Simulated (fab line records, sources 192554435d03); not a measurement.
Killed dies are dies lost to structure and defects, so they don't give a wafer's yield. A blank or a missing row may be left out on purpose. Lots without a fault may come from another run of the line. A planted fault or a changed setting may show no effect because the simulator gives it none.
A struck lot beside a sound one | flow n5_finfet | 40 steps out of a route of 1938
Sound: wafers L729.1, L729.2, L729.5. Struck: wafers L731.2, L731.3, L731.5. The cause comes at the end.
At each step with rows: each side's tool, then ch and its chambers, then its first start. Under that, the readings that differ: sound wafers | struck wafers | difference of the means | sigmas: that difference in standard deviations of wafers without a fault.
alike: readings whose means differ by less than 2 such deviations, and words and numbers that are the same on both sides. not compared: withheld readings, readings that some wafer has no value for, bounds like >300 that may hide the same value, and numbers for which the record gives no deviation and whose values overlap.
The two part at a step that has a row with sigmas, a row that says differs or no value, or rows on one side only. Numbers that don't overlap but have no deviation are shown without sigmas and don't part them. A reading that every wafer of one side lacks parts them only if that side has two wafers or more.

N5_HKMG_FIN_ETCH_32: etches SOC in N2/H2, target depth 240 nm, time 300 s.
  sound on rie_diel-02 ch 0,1,2, day 4 01:36; struck on rie_diel-02 ch 1,2, day 4 18:33
  alike: drypump_motor_current_A, oes_product_au, rf_vpp_V, showerhead_plenum_p_Torr, throttle_valve_pct
  not compared: rf_hours_counter_h
then, 1 step without rows for these wafers: N5_HKMG_FIN_STRIP_33 (strips in N2/H2).
N5_HKMG_FIN_STRIP_34: strips in CF4.
  sound on rie_diel-02 ch 0,1,2, day 4 01:47; struck on rie_diel-02 ch 1,2, day 4 18:44
  alike: drypump_motor_current_A, oes_product_au, rf_vpp_V, showerhead_plenum_p_Torr, throttle_valve_pct
  not compared: rf_hours_counter_h
N5_HKMG_FIN_ETCH_35: etches SOC in N2/H2, target depth 215.8 nm, time 243.4 s.
  sound on rie_diel-02 ch 0,1,2, day 4 01:49; struck on rie_diel-02 ch 1,2, day 4 18:46
  alike: drypump_motor_current_A, oes_product_au, rf_vpp_V, showerhead_plenum_p_Torr, throttle_valve_pct
  not compared: rf_hours_counter_h
then, 3 steps without rows for these wafers: N5_HKMG_FIN_STRIP_92 (strips SOC in N2/H2, time 20 s); N5_HKMG_FIN_WET_ETCH_18 (etches TiN in SC1, time 55 s, target depth 5.2 nm, rinse time 30 s); N5_HKMG_FIN_STRIP_19 (strips in N2/H2, time 360 s).
N5_HKMG_FIN_ALD_91: deposits TiN, target thk 1 nm, pulse time 1 s, purge time 3 s.
  sound on ald_metal-02 ch 0,1,2, day 4 02:29; struck on ald_metal-02 ch 0,3, day 4 19:26
  alike: heater_power_w, precursor_pulse_height_rel
then, 4 steps without rows for these wafers: N5_HKMG_FIN_COAT_85 (time 60 s, resist thk 300 nm); N5_HKMG_FIN_ETCH_86 (etches SOC in N2/H2, stops on TiN, target depth 393.2 nm); N5_HKMG_FIN_STRIP_89 (strips SOC in N2/H2, time 20 s); N5_HKMG_FIN_WET_ETCH_87 (etches TiN in SC1, time 154.2 s, target depth 4.7 nm, rinse time 30 s).
N5_HKMG_FIN_STRIP_88: strips in N2/H2, time 360 s.
  sound on plasma_asher-01 ch 0,1, day 4 03:10; struck on plasma_asher-01 ch 0,1, day 4 20:02
  alike: drypump_motor_current_A, heater_power_w
  not compared: rf_hours_counter_h
then, 10 steps without rows for these wafers: N5_HKMG_FIN_NWFM_ALD_20 (deposits TiAlC, target thk 2 nm, pulse time 3 s, purge time 2 s); N5_HKMG_FIN_ALD_71 (deposits TiN, target thk 1 nm, pulse time 1 s, purge time 3 s); N5_HKMG_FIN_COAT_66 (time 60 s, resist thk 300 nm); N5_HKMG_FIN_ETCH_67 (etches SOC in N2/H2, stops on TiN, target depth 388.9 nm); N5_HKMG_FIN_STRIP_90 (strips SOC in N2/H2, time 20 s); N5_HKMG_FIN_WET_ETCH_73 (etches the open film in SC1, time 42.3 s, target depth 1.3 nm, rinse time 30 s); N5_HKMG_FIN_ETCHBACK_68 (etches the open film in Cl2/Ar, stops on HfO2, target depth 0.5 nm); N5_HKMG_FIN_STRIP_69 (strips in N2/H2, time 360 s); N5_HKMG_FIN_ALD_21 (deposits TiN, target thk 1.5 nm, pulse time 1 s, purge time 3 s); N5_HKMG_FIN_ALD_72 (deposits W, target thk 2 nm, pulse time 1 s, purge time 2 s).
N5_HKMG_FIN_W_FILL_22: material W, target thk 60 nm, time 18.2 s.
  sound on cvd_w-01 ch 0,1, day 4 05:10; struck on cvd_w-01 ch 0,1, day 4 22:04
  alike: heater_power_w, throttle_valve_pct
then, 15 steps without rows for these wafers: N5_HKMG_FIN_PRECLEAN_83 (cleans in DIW, time 57.5 s); N5_HKMG_FIN_SRD_84 (dry time 32 s); N5_HKMG_FIN_CMP_23 (polishes, stops on SiNx, t overpolish 10 s, target thk 46.326 nm); N5_HKMG_FIN_CMP_94 (polishes, stops on SiNx, t overpolish 4.7 s, target thk 43.299 nm); N5_GATE_CUT_ETCHBACK_00 (etches W in SF6/Cl2); N5_GATE_CUT_ETCH_56 (etches TiN in Cl2/Ar, target depth 21.6 nm); N5_GATE_CUT_ETCHBACK_30 (etches TiN in Cl2/Ar, target depth 3 nm); N5_GATE_CUT_VAPOR_ETCH_60 (etches HfO2 in BCl3/Cl2); N5_GATE_CUT_ETCH_58 (etches SiNx in CH3F/O2, target depth 17 nm, time 128.6 s); N5_GATE_CUT_STRIP_59 (strips in N2/H2, time 20 s); N5_GATE_CUT_PRECLEAN_31 (cleans in DIW, time 300 s); N5_GATE_CUT_SRD_32 (time 30 s); N5_GATE_CUT_SAC_CAP_01 (material SiNx, target thk 24 nm, pulse time 1 s, ald cycles 480); N5_GATE_CUT_PECVD_57 (deposits SiNx from SiH4/NH3/N2, target thk 21 nm); N5_GATE_CUT_CMP_02 (polishes, stops on SiO2, t overpolish 12.7 s, target thk 0 nm).
-- the record jumps here: 8 days lie between the struck wafers' starts before and after (it left off in module GATE_CUT and takes up again in module PASSIVATION, whose first step shown is number 1936 of the route) --
N5_PASSIVATION_PROBE_49:
  sound on prober-02, day 12 13:43; struck on prober-01, day 13 06:47
  reading                  | sound          | struck         | difference | sigmas
  defect_limited_yield (%) | 91.6 94.7 90.6 | 83.6 85.5 82.5 | -8.4       | -6
  killed_at_front_end      | 17 22 40       | 143 105 134    | +101       | +11
  killed_dies              | 99 62 111      | 193 171 206    | +99        | +6
  killed_on_rim            | 11 6 12        | 27 30 29       | +19        | +5
  sort_bin_5_function (%)  | 4.2 2.5 5.3    | 10.4 8.6 11.5  | +6.2       | +6
  sort_n_pass              | 1081 1118 1069 | 987 1009 974   | -99        | -4
  alike: killed_at_M0_to_M3, killed_at_M4_up, killed_at_contacts, killed_at_other, killed_open, killed_short, sort_bin_4_leakage, sort_bin_6_memory, sort_bin_8_speed

WHERE THEY PART
Only at N5_PASSIVATION_PROBE_49, within this record.

WHY: what the simulator had put in
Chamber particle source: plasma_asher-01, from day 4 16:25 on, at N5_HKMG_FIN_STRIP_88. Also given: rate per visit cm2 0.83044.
